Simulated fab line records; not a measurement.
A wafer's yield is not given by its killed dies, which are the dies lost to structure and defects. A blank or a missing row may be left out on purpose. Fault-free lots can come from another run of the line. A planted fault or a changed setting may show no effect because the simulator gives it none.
Split-lot experiment | flow n5Finfet | on a route of 1938 steps: 7 lots, 21 wafers read

## THE SPLIT ITSELF
At N5_BEOL_M5_ETCH_72 (etches underlayer in N2/H2, target depth 6.5 nm, time 5.2 s), the setting biasW was moved away from the recipe's 150 W on 5 of the 21 wafers read, by -16.5% to +5.7%. The other wafers ran this setting at the recipe's value.

The reading is taken at the split's own step.

## THE READING
rfVppV, in V, at N5_BEOL_M5_ETCH_72 (etches underlayer in N2/H2, target depth 6.5 nm, time 5.2 s). Fault-free wafers of this fab line usually give 523.8 V, standard deviation 2.2 V.

wafer  | tool, chamber at the split | biasW as run, W | against the recipe | rfVppV, V | against lot-mates on the recipe
L074.2 | rieDiel-03, 0              | 150             | recipe             | 520.8     | -
L074.3 | rieDiel-03, 3              | 150             | recipe             | 524.8     | -
L074.6 | rieDiel-03, 0              | 150             | recipe             | 522.7     | -
L076.1 | rieDiel-03, 1              | 158.6           | +5.7%              | 544.7     | +23.3
L076.3 | rieDiel-03, 3              | 158.6           | +5.7%              | 544.0     | +22.6
L076.5 | rieDiel-03, 0              | 150             | recipe             | 521.4     | -
L077.1 | rieDiel-02, 1              | 150             | recipe             | 521.3     | -
L077.3 | rieDiel-02, 2              | 150             | recipe             | 522.0     | -
L077.5 | rieDiel-02, 1              | 150             | recipe             | 521.0     | -
L087.3 | rieDiel-05, 3              | 150             | recipe             | 519.5     | -
L087.4 | rieDiel-05, 2              | 150             | recipe             | 526.9     | -
L087.6 | rieDiel-05, 3              | 150             | recipe             | 520.6     | -
L090.2 | rieDiel-05, 3              | 150             | recipe             | 521.4     | -
L090.4 | rieDiel-05, 1              | 138             | -8.0%              | 499.9     | -24.1
L090.5 | rieDiel-05, 2              | 150             | recipe             | 526.6     | -
L089.2 | rieDiel-05, 1              | 125.2           | -16.5%             | 469.2     | -53.3
L089.4 | rieDiel-05, 3              | 150             | recipe             | 522.5     | -
L089.6 | rieDiel-05, 1              | 125.2           | -16.5%             | 469.9     | -52.6
L091.1 | rieDiel-02, 3              | 150             | recipe             | 522.6     | -
L091.2 | rieDiel-02, 0              | 150             | recipe             | 522.9     | -
L091.3 | rieDiel-02, 2              | 150             | recipe             | 524.1     | -

THE FIT
A straight line over all 21 wafers: rfVppV changes by +3.25 V for each +1% of biasW; r = +0.99; the points scatter about the line by 2.2 V.
The same after taking each lot's own level away (the mean of its wafers on the recipe; 21 wafers): +3.29 V for each +1%; r = +0.99; scatter 2.2 V.
The reading moves by 54 V for the largest change in biasW, on that fit.
From 521.40 to 524.00 V: that is the span of the lots' own levels, equal to 1.2 times the standard deviation above.
So the lot-to-lot level changes the slope little: the two slopes agree.
Check: with one of the wafers moved furthest among these (-16.5%) left out of the fit, the line predicts -54.1 V for it against its lot-mates. It came out at -53.3 V against them.
Tool readings at the split's step, against how far the setting was moved: rfVppV r = +0.99.

## FURTHER SPLITS ON THESE WAFERS
Before the reading, these wafers also passed through other splits. Each is held against what the fit with the lots' levels taken away leaves over:
other split on the same wafers    | wafers away from the commonest value | r with rfVppV (lot level and that fit taken away)
N5_BEOL_M0_CUTY_ETCH_63 timeS     | 7                                    | -0.27
N5_BEOL_M2_ILD_DEP_00 timeS       | 9                                    | -0.08
N5_BEOL_M2_PECVD_72 tempC         | 8                                    | -0.11
N5_BEOL_M2_TRENCH_ETCH_37 sourceW | 8                                    | -0.23
N5_BEOL_M4_DESCUM_33 timeS        | 6                                    | +0.34

## FILE'S OWN FIT
rfVppV changes by +3.24 V for each +1% of biasW, r = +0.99.
